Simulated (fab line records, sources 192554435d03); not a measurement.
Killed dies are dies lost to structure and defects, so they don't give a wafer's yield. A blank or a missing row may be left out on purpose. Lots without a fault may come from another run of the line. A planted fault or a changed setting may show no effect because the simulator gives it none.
Which tool did it? | flow n5_finfet | 24 lots, 72 wafers sampled, at 4 steps of a route of 1938

WHAT THE GAUGES READ, wafer by wafer
N5_BEOL_M5_RS_MEAS_57: measures by four-point-probe. Usual: M5_RS 0.391 ohm/sq, standard deviation 0.012.
lot  | measured     | on            | M5_RS (ohm/sq)    | flag
L075 | day 8 19:52  | film_metro-01 | 0.393 0.392 0.397 |
L074 | day 8 20:01  | film_metro-02 | 0.378 0.382 0.384 |
L077 | day 8 20:41  | film_metro-01 | 0.385 0.385 0.391 |
L076 | day 9 00:38  | film_metro-02 | 0.388 0.380 0.392 |
L078 | day 9 11:28  | film_metro-01 | 0.398 0.385 0.385 |
L079 | day 9 15:57  | film_metro-02 | 0.386 0.387 0.402 |
L080 | day 9 20:33  | film_metro-01 | 0.383 0.393 0.394 |
L081 | day 10 01:19 | film_metro-02 | 0.399 0.409 0.389 |
L082 | day 10 05:35 | film_metro-02 | 0.408 0.405 0.405 |
L083 | day 10 17:25 | film_metro-01 | 0.407 0.411 0.395 |
L084 | day 11 03:47 | film_metro-01 | 0.406 0.412 0.426 |
L085 | day 11 11:11 | film_metro-01 | 0.392 0.403 0.399 |
L086 | day 11 13:22 | film_metro-01 | 0.401 0.390 0.394 |
L088 | day 11 17:22 | film_metro-01 | 0.408 0.389 0.393 |
L087 | day 11 21:02 | film_metro-01 | 0.398 0.384 0.397 |
L089 | day 12 05:23 | film_metro-01 | 0.372 0.383 0.377 |
L090 | day 12 17:20 | film_metro-02 | 0.376 0.385 0.374 |
L091 | day 12 20:01 | film_metro-02 | 0.381 0.392 0.394 |
L092 | day 12 22:52 | film_metro-02 | 0.385 0.406 0.404 |
L094 | day 13 10:41 | film_metro-01 | 0.378 0.380 0.372 |
L093 | day 13 10:42 | film_metro-02 | 0.390 0.381 0.370 |
L095 | day 14 03:18 | film_metro-01 | 0.382 0.377 0.355 |
L096 | day 14 08:28 | film_metro-01 | 0.401 0.404 0.392 |
L097 | day 14 11:24 | film_metro-02 | 0.400 0.410 0.386 |

WHICH TOOL RAN EACH LOT (tool, then ch and the chambers of the sampled wafers, then the start)
lot  | N5_BEOL_M5_ALD_86                   | N5_BEOL_M5_SPUTTER_81        | N5_BEOL_M5_ANNEAL_84
L075 | ald_metal-04 ch 0,1,2, day 8 14:01  | pvd_sputter-02, day 8 15:32  | pvd_sputter-02, day 8 16:42
L074 | ald_metal-02 ch 1,2,3, day 8 14:04  | pvd_sputter-03, day 8 15:41  | pvd_sputter-03, day 8 16:51
L077 | ald_metal-04 ch 0,3, day 8 14:26    | pvd_sputter-01, day 8 16:13  | pvd_sputter-01, day 8 17:23
L076 | ald_metal-02 ch 1,2,3, day 8 15:10  | pvd_sputter-02, day 8 20:18  | pvd_sputter-02, day 8 21:28
L078 | ald_metal-01 ch 1,3, day 9 05:07    | pvd_sputter-01, day 9 06:38  | pvd_sputter-01, day 9 07:49
L079 | ald_metal-01 ch 1,3, day 9 08:39    | pvd_sputter-03, day 9 11:02  | pvd_sputter-03, day 9 12:11
L080 | ald_metal-02 ch 0,3, day 9 14:18    | pvd_sputter-03, day 9 15:50  | pvd_sputter-03, day 9 17:00
L081 | ald_metal-04 ch 1,2,3, day 9 19:19  | pvd_sputter-02, day 9 20:53  | pvd_sputter-02, day 9 22:03
L082 | ald_metal-02 ch 0,1,2, day 9 23:28  | pvd_sputter-03, day 10 01:10 | pvd_sputter-03, day 10 02:20
L083 | ald_metal-02 ch 1,2, day 10 08:37   | pvd_sputter-03, day 10 10:13 | pvd_sputter-03, day 10 14:16
L084 | ald_metal-04 ch 0,1,3, day 10 19:59 | pvd_sputter-03, day 10 23:13 | pvd_sputter-03, day 11 00:23
L085 | ald_metal-04 ch 0,2,3, day 11 05:10 | pvd_sputter-01, day 11 06:50 | pvd_sputter-01, day 11 08:00
L086 | ald_metal-02 ch 0,1,2, day 11 05:41 | pvd_sputter-02, day 11 09:03 | pvd_sputter-02, day 11 10:13
L088 | ald_metal-02 ch 0,1,3, day 11 11:22 | pvd_sputter-01, day 11 13:02 | pvd_sputter-01, day 11 14:13
L087 | ald_metal-01 ch 0,1,3, day 11 13:25 | pvd_sputter-02, day 11 16:43 | pvd_sputter-02, day 11 17:53
L089 | ald_metal-04 ch 1,3, day 11 23:25   | pvd_sputter-01, day 12 00:59 | pvd_sputter-01, day 12 02:10
L090 | ald_metal-01 ch 1,2,3, day 12 07:08 | pvd_sputter-02, day 12 08:44 | pvd_sputter-02, day 12 09:54
L091 | ald_metal-02 ch 0,2,3, day 12 14:02 | pvd_sputter-01, day 12 15:42 | pvd_sputter-01, day 12 16:52
L092 | ald_metal-02 ch 1,2, day 12 16:42   | pvd_sputter-03, day 12 18:32 | pvd_sputter-03, day 12 19:43
L094 | ald_metal-02 ch 0,1,3, day 13 04:46 | pvd_sputter-03, day 13 06:22 | pvd_sputter-03, day 13 07:32
L093 | ald_metal-04 ch 0,2,3, day 13 04:50 | pvd_sputter-01, day 13 06:23 | pvd_sputter-01, day 13 07:33
L095 | ald_metal-01 ch 0,1,2, day 13 21:15 | pvd_sputter-01, day 13 22:56 | pvd_sputter-01, day 14 00:06
L096 | ald_metal-01 ch 2,3, day 14 02:26   | pvd_sputter-01, day 14 04:07 | pvd_sputter-01, day 14 05:17
L097 | ald_metal-02 ch 0,1,3, day 14 03:46 | pvd_sputter-02, day 14 07:05 | pvd_sputter-02, day 14 08:14
- N5_BEOL_M5_ALD_86: deposits TaN, pulse time 2 s, purge time 3 s, co reactant purge time 2 s.
- N5_BEOL_M5_SPUTTER_81: material Cu, target thk 15 nm, time 27.62 s.
- N5_BEOL_M5_ANNEAL_84: time 1800 s.

WHAT THE TOOLS THEMSELVES READ (means of the sampled wafers that have a number; where no wafer has one, the mark that the record gives instead)
N5_BEOL_M5_ALD_86. Usual: heater_power_w 418 W, standard deviation 36.
lot  | tool         | heater_power_w (W) | flag
L075 | ald_metal-04 | 425                |
L074 | ald_metal-02 | 414                |
L077 | ald_metal-04 | 398                |
L076 | ald_metal-02 | 415                |
L078 | ald_metal-01 | 422                |
L079 | ald_metal-01 | 421                |
L080 | ald_metal-02 | 368                |
L081 | ald_metal-04 | 419                |
L082 | ald_metal-02 | 410                |
L083 | ald_metal-02 | 433                |
L084 | ald_metal-04 | 409                |
L085 | ald_metal-04 | 410                |
L086 | ald_metal-02 | 408                |
L088 | ald_metal-02 | 406                |
L087 | ald_metal-01 | 435                |
L089 | ald_metal-04 | 419                |
L090 | ald_metal-01 | 444                |
L091 | ald_metal-02 | 384                |
L092 | ald_metal-02 | 443                |
L094 | ald_metal-02 | 398                |
L093 | ald_metal-04 | 405                |
L095 | ald_metal-01 | 440                |
L096 | ald_metal-01 | 472                |
L097 | ald_metal-02 | 401                |

N5_BEOL_M5_SPUTTER_81. Usual: substrate_temp_c -20.00 C, standard deviation 0.11; throttle_valve_pct 30.1 %, standard deviation 0.98.
lot  | tool           | substrate_temp_c (C) | throttle_valve_pct (%) | flag
L075 | pvd_sputter-02 | -19.93               | 30.3                   |
L074 | pvd_sputter-03 | -19.80               | 29.5                   |
L077 | pvd_sputter-01 | -19.98               | 30.3                   |
L076 | pvd_sputter-02 | -20.06               | 31.3                   |
L078 | pvd_sputter-01 | -20.06               | 30.9                   |
L079 | pvd_sputter-03 | -19.97               | 29.4                   |
L080 | pvd_sputter-03 | -20.04               | 29.6                   |
L081 | pvd_sputter-02 | -20.04               | 31.3                   |
L082 | pvd_sputter-03 | -20.02               | 29.8                   |
L083 | pvd_sputter-03 | -20.06               | 28.9                   |
L084 | pvd_sputter-03 | -20.09               | 29.2                   |
L085 | pvd_sputter-01 | -19.97               | 30.3                   |
L086 | pvd_sputter-02 | -20.03               | 30.7                   |
L088 | pvd_sputter-01 | -20.04               | 29.7                   |
L087 | pvd_sputter-02 | -20.02               | 30.9                   |
L089 | pvd_sputter-01 | -20.09               | 29.8                   |
L090 | pvd_sputter-02 | -20.12               | 30.8                   |
L091 | pvd_sputter-01 | -20.02               | 30.5                   |
L092 | pvd_sputter-03 | -19.97               | 28.5                   |
L094 | pvd_sputter-03 | -20.08               | 29.6                   |
L093 | pvd_sputter-01 | -19.93               | 30.0                   |
L095 | pvd_sputter-01 | -19.99               | 30.2                   |
L096 | pvd_sputter-01 | -19.92               | 30.2                   |
L097 | pvd_sputter-02 | -20.01               | 30.3                   |

N5_BEOL_M5_ANNEAL_84. Usual: heater_power_w 911 W, standard deviation 81.
lot  | tool           | heater_power_w (W) | flag
L075 | pvd_sputter-02 | 897                |
L074 | pvd_sputter-03 | 873                |
L077 | pvd_sputter-01 | 926                |
L076 | pvd_sputter-02 | 916                |
L078 | pvd_sputter-01 | 841                |
L079 | pvd_sputter-03 | 891                |
L080 | pvd_sputter-03 | 868                |
L081 | pvd_sputter-02 | 941                |
L082 | pvd_sputter-03 | 857                |
L083 | pvd_sputter-03 | 907                |
L084 | pvd_sputter-03 | 894                |
L085 | pvd_sputter-01 | 925                |
L086 | pvd_sputter-02 | 892                |
L088 | pvd_sputter-01 | 926                |
L087 | pvd_sputter-02 | 880                |
L089 | pvd_sputter-01 | 946                |
L090 | pvd_sputter-02 | 904                |
L091 | pvd_sputter-01 | 866                |
L092 | pvd_sputter-03 | 965                |
L094 | pvd_sputter-03 | 863                |
L093 | pvd_sputter-01 | 868                |
L095 | pvd_sputter-01 | 915                |
L096 | pvd_sputter-01 | 962                |
L097 | pvd_sputter-02 | 959                |

THE ANSWER, worked out from the rows above alone
Rule: a lot is off if the mean of its wafers that have a number lies more than 3 standard deviations from the usual mean. A lot without any number at a reading at which 4 lots or more have one is off too. The other lots that the step has rows for count as sound. The gauges are gone through in route order, then the tools' own readings, and for those a lot's mean is taken as printed above. The first step at which some lot is off is used, and at that step the reading that is off furthest; a lot without a number counts as furthest.
No lot is off at any reading shown: from this, nothing can be told.

WHAT THE SIMULATOR HAD PUT IN
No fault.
